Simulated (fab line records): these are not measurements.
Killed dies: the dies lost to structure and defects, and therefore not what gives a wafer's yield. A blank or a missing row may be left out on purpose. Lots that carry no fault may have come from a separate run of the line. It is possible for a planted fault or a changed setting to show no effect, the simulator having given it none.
fab line records	flow nandHarc
record lots=11	wafers=32	lastDay=33
route steps=1302 shown A_M1@1180 END@1302
lots that met no fault: taken from a fault-free run of the same line
startH: start of the lot's first displayed wafer, in hours after the record's first day	waitH: hours elapsed since this lot's preceding step	" repeats the value in the row above	L1.1+2: several wafers, shown together as one row	- no value, or no start was given	* or withheld: withheld	< > ~ a bound
route shown NAME@n: NAME is a module with steps in the file, n the number in the route of the first one	usual: average and standard deviation across the fault-free wafers	same: alike in all rows	chamber/n: place in a boat	sites: readings site by site	_std_site: standard deviation across them	_edge_site: mean of outer sites minus mean of inner sites	radiusMm: for every site, how far away it sits from the centre of the wafer	mask NAME#n: copy n	behind: the tool/chamber that last shaped the wafer	hold: why the lot was held/for how many hours/how that ended	device: whichever transistor did not switch (one of n, p or np)	end of line: the route-end tests of the same wafers	a step given without rows: its recipe and nothing more	killed: dies that structure and defects cost at the first sort, which is not the same as the wafer's yield	map: dies across one wafer; x = killed, . = not, _ = none there
set.NAME: the run value of the setting; set.NAME@STEP: its run value at that earlier step	model.NAME: the simulator's own value behind a step, which no gauge read
a sample of lots followed through the steps of the route, with each step as a table and each wafer as a row
services: from which hour (startH, from the record's first day; less than 0 if before it) a tool's chamber was out of use, for how many hours, and why
## steps
# step NHARC_A_M1_OVL_MEAS_10
# recipe pitchNm=240
# usual overlayXNm=0.2/0.89	overlayYNm=0.4/0.83
lot.wafer	tool	chamber	startH	waitH	overlayXNm	overlayYNm
L475.1	overlay-01	-	530.18	-	0.6	1.0
L475.2	"	-	"	"	1.1	1.3
L475.6	"	-	"	"	1.1	0.8
L477.1	overlay-01	-	539.67	-	1.9	1.1
L477.2	"	-	"	"	1.9	0.7
L477.3	"	-	"	"	1.9	1.1
L479.2	overlay-01	-	573.27	-	0.5	-0.7
L479.3	"	-	"	"	0.3	-0.1
L479.5	"	-	"	"	0.3	-1.1
L485.2	overlay-02	-	629.87	-	-0.4	-0.2
L485.5	"	-	"	"	-0.4	-0.3
L484.1	overlay-02	-	641.64	-	-0.5	-0.2
L484.2	"	-	"	"	-0.3	0.0
L484.3	"	-	"	"	-0.2	0.0
L490.3	overlay-02	-	672.66	-	-1.1	1.4
L490.5	"	-	"	"	-0.7	1.1
L490.6	"	-	"	"	-0.3	1.1
L488.2	overlay-01	-	675.16	-	0.5	1.1
L488.3	"	-	"	"	0.4	1.0
L488.5	"	-	"	"	1.2	1.5
L493.2	overlay-02	-	722.26	-	-1.7	1.0
L493.4	"	-	"	"	-1.4	0.9
L493.5	"	-	"	"	-0.9	1.5
L495.1	overlay-01	-	744.52	-	0.7	0.3
L495.3	"	-	"	"	0.2	0.5
L495.5	"	-	"	"	0.9	0.6
L496.1	overlay-02	-	746.75	-	0.9	-1.1
L496.3	"	-	"	"	0.7	-0.5
L496.4	"	-	"	"	1.4	-0.8
L494.1	overlay-02	-	750.20	-	0.6	-0.3
L494.3	"	-	"	"	0.5	0.2
L494.4	"	-	"	"	0.3	0.1
# step NHARC_A_M1_ETCH_35
# recipe targetDepthA=400	overetchA=120	timeS=43.94	ionEnergyEv=200	n2FlowSccm=150	h2FlowSccm=150	arFlowSccm=0	rfW=400	biasW=150	chemistry=N2/H2
# usual drypumpMotorCurrentA=5.8/0.32	mfcArSccm=0.012/0.013	oesProductAu=0.999/0.0093	rfVppV=432.1/2	showerheadPlenumPTorr=2.10/0.07	throttleValvePct=14.170/0.0094
# same timeS=43.94
lot.wafer	tool	chamber	startH	waitH	drypumpMotorCurrentA	mfcArSccm	oesProductAu	rfHoursCounterH	rfVppV	showerheadPlenumPTorr	throttleValvePct
L475.2	rieDiel-02	0	530.39	0.1	5.6	0	0.997	3.1	430.2	2.04	14.178
L475.1	"	2	"	"	6.0	0.015	1.001	3.1	432.8	2.15	14.154
L475.6	"	3	"	"	5.9	0	1.009	-	434.7	2.16	14.158
L477.2	rieDiel-02	2	539.88	0.1	6.0	0.015	1.006	3.7	435.6	2.15	14.174
L477.3	"	3	"	"	5.8	0	0.993	3.7	432.2	2.16	14.174
L477.1	"	0	"	"	5.7	0	0.984	3.7	429.5	2.04	14.168
L479.3	rieDiel-07	3	573.46	0.1	6.0	0	0.993	5.1	431.5	2.06	14.169
L479.2	"	0	"	"	5.5	0.033	0.992	5.3	431.2	2.12	14.182
L479.5	"	1	"	"	5.2	0.021	1.000	-	434.4	2.18	14.196
L485.2	rieDiel-07	1	630.06	0.1	5.1	0.021	0.998	7.8	434.8	2.18	14.172
L485.5	"	0	"	"	5.5	0.033	0.995	-	432.1	2.12	14.188
L484.1	rieDiel-07	1	641.82	0.1	5.2	0.021	0.995	8.0	435.5	2.18	14.160
L484.3	"	3	"	"	6.1	0	1.007	7.3	431.5	2.06	14.161
L484.2	"	0	"	"	5.5	0.033	0.995	8.0	432.2	2.12	14.180
L490.3	rieDiel-02	1	672.84	0.1	5.8	0.018	1.010	2.6	432.9	2.12	14.146
L490.5	"	1	"	"	5.8	0.018	1.003	-	432.4	2.12	14.167
L490.6	"	2	"	"	6.0	0.015	0.995	-	431.6	2.15	14.170
L488.2	rieDiel-02	3	675.35	0.1	5.9	0	1.005	2.9	432.7	2.16	14.169
L488.3	"	2	"	"	6.0	0.015	1.006	2.8	433.4	2.15	14.163
L488.5	"	3	"	"	5.8	0	1.004	-	434.2	2.16	14.168
L493.2	rieDiel-02	0	722.44	0.1	5.6	0	0.989	4.3	431.0	2.04	14.176
L493.4	"	2	"	"	6.0	0.015	0.998	3.7	435.2	2.15	14.166
L493.5	"	0	"	"	5.6	0	0.997	-	429.4	2.04	14.171
L495.1	rieDiel-07	1	744.71	0.1	5.1	0.021	0.996	4.6	433.7	2.18	14.148
L495.3	"	2	"	"	6.4	0.038	0.985	4.5	428.1	1.96	14.189
L495.5	"	3	"	"	6.1	0	1.001	-	431.3	2.06	14.159
L496.1	rieDiel-02	3	746.94	0.1	5.8	0	1.002	4.7	434.2	2.16	14.167
L496.3	"	0	"	"	5.6	0	0.986	4.7	429.0	2.04	14.164
L496.4	"	1	"	"	5.8	0.018	0.998	4.6	433.5	2.12	14.186
L494.1	rieDiel-07	1	750.38	0.1	5.1	0.021	0.987	4.8	434.8	2.18	14.182
L494.3	"	2	"	"	6.5	0.038	0.995	4.7	428.2	1.96	14.173
L494.4	"	0	"	"	5.5	0.033	0.983	4.9	433.6	2.12	14.167
# step NHARC_A_M1_ETCH_28
# recipe targetDepthA=300	overEtchFrac=0.3	timeS=72.99	ionEnergyEv=150	cf4FlowSccm=50	n2FlowSccm=100	arFlowSccm=150	rfW=300	biasW=100	chemistry=CF4/N2
# usual cf4FlowSccm=50.02/0.14	drypumpMotorCurrentA=5.7/0.39	mfcArSccm=150.0/0.48	oesProductAu=0.997/0.0089	rfVppV=315.1/1.8	showerheadPlenumPTorr=2.68/0.092	throttleValvePct=19.794/0.0082
# same timeS=72.99
lot.wafer	tool	chamber	startH	waitH	cf4FlowSccm	drypumpMotorCurrentA	mfcArSccm	oesProductAu	rfHoursCounterH	rfVppV	showerheadPlenumPTorr	throttleValvePct
L475.2	rieDiel-07	0	-	-	50.13	5.5	149.8	0.992	3.5	317.5	2.73	19.792
L475.1	"	1	"	"	50.30	5.1	149.7	0.991	3.6	317.6	2.79	19.786
L475.6	"	1	"	"	50.30	5.1	150.1	0.995	-	318.0	2.79	19.794
L477.2	rieDiel-07	0	-	-	49.85	5.5	149.3	0.985	3.7	315.9	2.73	19.792
L477.1	"	2	"	"	49.98	6.4	150.1	0.993	3.5	312.2	2.54	19.778
L477.3	"	3	"	"	50.06	6.0	149.3	0.992	3.7	314.2	2.66	19.801
L479.2	rieDiel-03	3	-	-	49.91	5.6	149.5	0.988	4.9	317.6	2.81	19.790
L479.3	"	1	"	"	49.98	5.4	149.6	1.016	4.9	314.0	2.67	19.794
L479.5	"	3	"	"	49.77	5.7	149.7	0.997	-	317.0	2.81	19.804
L485.2	rieDiel-02	3	-	-	50.11	5.8	150.0	1.004	1.7	316.7	2.77	19.795
L485.5	"	2	"	"	49.91	5.9	150.4	1.003	-	316.7	2.75	19.792
L484.2	rieDiel-02	0	-	-	49.95	5.6	150.0	0.998	1.8	313.7	2.62	19.794
L484.3	"	1	"	"	50.22	5.7	150.0	1.007	1.9	314.9	2.72	19.780
L484.1	"	2	"	"	50.14	6.0	149.5	1.001	1.9	316.2	2.75	19.810
L490.3	rieDiel-02	3	-	-	50.01	5.8	149.8	0.992	2.8	315.6	2.77	19.777
L490.5	"	2	"	"	50.25	6.0	150.1	0.999	-	316.5	2.75	19.790
L490.6	"	3	"	"	49.80	5.8	150.3	0.993	-	317.5	2.77	19.786
L488.2	rieDiel-03	1	-	-	50.08	5.4	149.2	1.009	1.4	315.0	2.67	19.790
L488.3	"	0	"	"	49.94	6.4	150.0	1.004	1.6	312.6	2.52	19.791
L488.5	"	1	"	"	50.09	5.4	149.3	1.013	-	313.8	2.67	19.807
L493.2	rieDiel-03	0	-	-	50.22	6.4	150.1	0.995	4.0	312.1	2.52	19.793
L493.4	"	1	"	"	50.22	5.4	150.4	1.005	4.4	315.6	2.67	19.784
L493.5	"	2	"	"	49.99	5.4	150.2	1.005	-	313.3	2.56	19.797
L495.3	rieDiel-02	1	-	-	50.09	5.8	148.7	1.000	4.5	315.6	2.72	19.799
L495.1	"	2	"	"	50.11	6.0	150.7	0.995	4.1	315.2	2.75	19.807
L495.5	"	0	"	"	50.03	5.6	149.0	0.990	-	314.0	2.62	19.797
L496.1	rieDiel-07	2	-	-	50.18	6.5	150.0	0.988	4.7	314.3	2.54	19.784
L496.4	"	3	"	"	49.70	6.1	151.8	0.992	4.7	314.8	2.65	19.794
L496.3	"	0	"	"	50.35	5.5	150.2	0.984	4.9	315.4	2.72	19.795
L494.1	rieDiel-03	1	-	-	50.13	5.4	149.8	1.011	5.6	315.2	2.67	19.779
L494.3	"	3	"	"	50.02	5.7	149.9	0.996	6.2	316.9	2.81	19.799
L494.4	"	0	"	"	50.11	6.4	150.1	0.999	4.9	312.0	2.52	19.803
# step NHARC_A_M1_PVD_20
# recipe targetThkA=50	biasV=168.6	powerW=15000	chamberPressurePa=0.12	timeS=8.06	substrateTempC=50	material=TaN
# usual chamberPressurePa=0.11999/0.00023	throttleValvePct=29.4/0.84	timeS=8.06/0
lot.wafer	tool	chamber	startH	waitH	chamberPressurePa	throttleValvePct	timeS
L475.2	pvdSputter-01	-	531.48	-	0.12003	30.1	8.06
L475.1	"	-	"	"	0.11973	30.4	8.06
L475.6	"	-	"	"	0.11993	30.2	8.06
L477.3	pvdSputter-02	-	540.95	-	0.11969	29.2	8.06
L477.2	"	-	"	"	0.1203	29.3	8.06
L477.1	"	-	"	"	0.12008	29.7	8.06
L479.2	pvdSputter-02	-	574.56	-	0.11964	30.0	8.06
L479.3	"	-	"	"	0.12008	29.3	8.06
L479.5	"	-	"	"	0.12025	28.9	8.06
L485.2	pvdSputter-01	-	631.13	-	0.11998	29.8	8.06
L485.5	"	-	"	"	0.11996	29.5	8.06
L484.1	pvdSputter-01	-	642.87	-	0.12013	27.9	5.3716
L484.2	"	-	"	"	0.12003	29.3	8.06
L484.3	"	-	"	"	0.11985	29.9	8.06
L490.3	pvdSputter-03	-	673.94	-	0.12001	30.7	8.06
L490.6	"	-	"	"	0.1197	29.6	8.06
L490.5	"	-	"	"	0.11992	27.4	8.06
L488.2	pvdSputter-02	-	676.42	-	0.11993	30.4	8.06
L488.3	"	-	"	"	0.11988	29.2	8.06
L488.5	"	-	"	"	0.11955	29.8	8.06
L493.2	pvdSputter-02	-	723.48	-	0.11999	30.3	8.06
L493.4	"	-	"	"	0.11977	30.5	8.06
L493.5	"	-	"	"	0.12009	30.5	8.06
L495.1	pvdSputter-01	-	745.79	-	0.11967	29.9	8.06
L495.3	"	-	"	"	0.12004	28.0	8.06
L495.5	"	-	"	"	0.11968	29.4	8.06
L496.1	pvdSputter-02	-	747.98	-	0.11978	30.5	8.06
L496.3	"	-	"	"	0.12002	29.1	8.06
L496.4	"	-	"	"	0.12017	29.4	8.06
L494.1	pvdSputter-01	-	751.45	-	0.12027	28.2	8.06
L494.3	"	-	"	"	0.12012	29.3	8.06
L494.4	"	-	"	"	0.11968	29.2	8.06
# step NHARC_END_SORT_01
# recipe tempC=25
# usual defectLimitedYield=92.0/2.8	killedAtArray=49/19	killedAtOther=0.9/1.1	killedAtPeriphery=4.0/2.7	killedDies=54/19	killedOpen=3.3/1.8	killedShort=2.6/1.6	sort_bin_2_pct=2.9/1.2	sort_bin_3_pct=0.5/0.36	sort_bin_4_pct=4.6/1.5	sortNPass=623/19	sortRimYieldPct=91/4.7	sortYieldPct=92.0/2.8
# same grossDies=677	sort_bin_5_pct[%]=0	sort_bin_6_pct[%]=0	sort_bin_7_pct[%]=0	sort_bin_8_pct[%]=0	sortRimNGross=106.00
lot.wafer	tool	chamber	startH	waitH	defectLimitedYield[%]	killedAtArray	killedAtOther	killedAtPeriphery	killedDies	killedOpen	killedShort	sort_bin_2_pct[%]	sort_bin_3_pct[%]	sort_bin_4_pct[%]	sortNPass	sortRimYieldPct[%]	sortYieldPct[%]
L477.1	prober-01	0	575.28	2.5	93.2	41	0	5	46	4	3	2.4	0.4	4.0	631	87	93.2
L477.2	prober-01	0	576.09	2.8	91.0	55	0	6	61	6	1	2.8	0.6	5.6	616	95	91.0
L477.3	prober-01	0	576.89	3.1	92.9	46	0	2	48	1	0	2.1	0.6	4.4	629	92	92.9
L485.2	prober-02	0	671.14	2.8	92.8	40	0	9	49	2	1	2.7	0.4	4.1	628	93	92.8
L485.5	prober-02	0	673.51	3.7	95.0	31	0	3	34	3	0	1.6	0.4	3.0	643	94	95.0
L490.3	prober-01	0	716.34	3.1	92.9	40	0	8	48	3	2	2.4	0.4	4.3	629	92	92.9
L490.5	prober-01	0	717.94	3.7	92.9	44	2	2	48	4	2	2.5	0.4	4.1	629	96	92.9
L490.6	prober-01	0	718.73	4.0	94.2	33	0	6	39	4	4	1.5	0.4	3.8	638	92	94.2
# killed by level:class
L477.1 A_SLIT:chamberFilmFlake=17 A_CHANNEL_HOLE_D1:chamberFilmFlake=8 A_STAIRCASE:chamberFilmFlake=5 A_CHANNEL_HOLE_D2:chamberFilmFlake=3 A_CHANNEL_FILL_D1:geometricParticle:short=2 P_GATE:chamberFilmFlake=2 A_CONTACT:chamberFilmFlake=2 P_CONTACT:geometricParticle:open=1
L477.2 A_SLIT:chamberFilmFlake=21 A_CHANNEL_HOLE_D2:chamberFilmFlake=11 A_CHANNEL_HOLE_D1:chamberFilmFlake=8 A_CONTACT:chamberFilmFlake=5 P_GATE:chamberFilmFlake=4 A_CHANNEL_HOLE_D2:geometricParticle:open=2 A_STAIRCASE:chamberFilmFlake=2 A_BONDPAD:chamberFilmFlake=2
L477.3 A_SLIT:chamberFilmFlake=16 A_CHANNEL_HOLE_D2:chamberFilmFlake=10 A_CHANNEL_HOLE_D1:chamberFilmFlake=9 A_STAIRCASE:chamberFilmFlake=5 P_GATE:chamberFilmFlake=2 A_DECK1_JOINT:chamberFilmFlake=2 A_CONTACT:chamberFilmFlake=2 A_CHANNEL_FILL_D1:geometricParticle:open=1
L485.2 A_CHANNEL_HOLE_D2:chamberFilmFlake=20 P_CONTACT:chamberFilmFlake=8 A_CHANNEL_HOLE_D1:chamberFilmFlake=6 A_CHANNEL_FILL_D1:chamberFilmFlake=2 A_STAIRCASE:chamberFilmFlake=2 A_SLIT:chamberFilmFlake=2 A_WL_FILL:chamberFilmFlake=2 A_BONDPAD:chamberFilmFlake=2
L485.5 A_CHANNEL_HOLE_D2:chamberFilmFlake=9 A_WL_FILL:chamberFilmFlake=4 A_BONDPAD:chamberFilmFlake=4 P_CONTACT:chamberFilmFlake=3 A_SLIT:chamberFilmFlake=3 A_CHANNEL_HOLE_D1:chamberFilmFlake=2 A_CHANNEL_FILL_D1:chamberFilmFlake=2 A_DECK1_JOINT:geometricParticle:open=1
L490.3 A_CHANNEL_HOLE_D2:chamberFilmFlake=16 A_CHANNEL_HOLE_D1:chamberFilmFlake=9 P_CONTACT:chamberFilmFlake=6 A_SLIT:chamberFilmFlake=5 A_DECK1_JOINT:chamberFilmFlake=3 A_STAIRCASE:chamberFilmFlake=2 A_CHANNEL_FILL_D1:geometricParticle:open=1 P_CONTACT:geometricParticle:open=1
L490.5 A_CHANNEL_HOLE_D2:chamberFilmFlake=17 A_CHANNEL_HOLE_D1:chamberFilmFlake=11 A_CONTACT:chamberFilmFlake=5 A_STAIRCASE:chamberFilmFlake=4 A_CHANNEL_FILL_D2:geometricParticle:open=2 P_CONTACT:chamberFilmFlake=2 A_DECK1_JOINT:chamberFilmFlake=2 A_ONON_D2:geometricParticle:open=1
L490.6 A_CHANNEL_HOLE_D2:chamberFilmFlake=11 A_CHANNEL_HOLE_D1:chamberFilmFlake=6 A_STAIRCASE:chamberFilmFlake=6 P_CONTACT:chamberFilmFlake=3 A_DECK1_JOINT:geometricParticle:open=2 A_SGD_CUT:geometricParticle:short=2 A_SLIT:chamberFilmFlake=2 A_CONTACT:chamberFilmFlake=2
## services
tool	chamber	startH	hours	kind
pvdSputter-03	-	509.97	6.1	repair
pvdSputter-02	-	514.62	1.0	repair
rieDiel-02	0	525.32	-	clean
pvdSputter-03	-	526.02	10.0	pm
rieDiel-02	1	529.13	17.8	repair
rieDiel-07	2	532.14	2.5	repair
pvdSputter-01	-	542.62	1.9	repair
pvdSputter-02	-	561.26	4.8	repair
rieDiel-03	0	561.74	45.0	repair
rieDiel-02	2	565.61	6.4	repair
rieDiel-02	-	570.70	9.0	pm
rieDiel-03	1	576.52	48.2	repair
pvdSputter-01	-	582.04	10.0	pm
rieDiel-07	3	593.18	9.3	repair
rieDiel-07	2	605.78	2.4	repair
rieDiel-03	-	618.67	1.6	repair
rieDiel-03	-	635.31	9.0	pm
pvdSputter-02	-	638.12	10.0	pm
rieDiel-07	3	645.54	2.3	repair
rieDiel-07	-	648.20	9.0	pm
rieDiel-07	1	696.20	7.4	repair
pvdSputter-03	-	704.02	10.0	pm
rieDiel-02	2	706.95	12.9	repair
rieDiel-02	-	747.70	9.0	pm
## key
firstSign step=NHARC_A_M1_PVD_20	reading=timeS	direction=down	sigmas=99+	usual=*	struck=*
effect none on later readings
metAt NHARC_A_M1_PVD_20
struckLots L484
struckWafers L484.1
notActingAt NHARC_A_M1_OVL_MEAS_10,NHARC_A_M1_ETCH_35,NHARC_A_M1_ETCH_28
fault kind=processParameterDrift	tool=pvdSputter-01	chamber=-	onsetH=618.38	steps=NHARC_A_M1_PVD_20	channel=timeS	offset=*	shape=step	endH=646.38	actsIn=*	stated=*	scope=struckWafersOnly
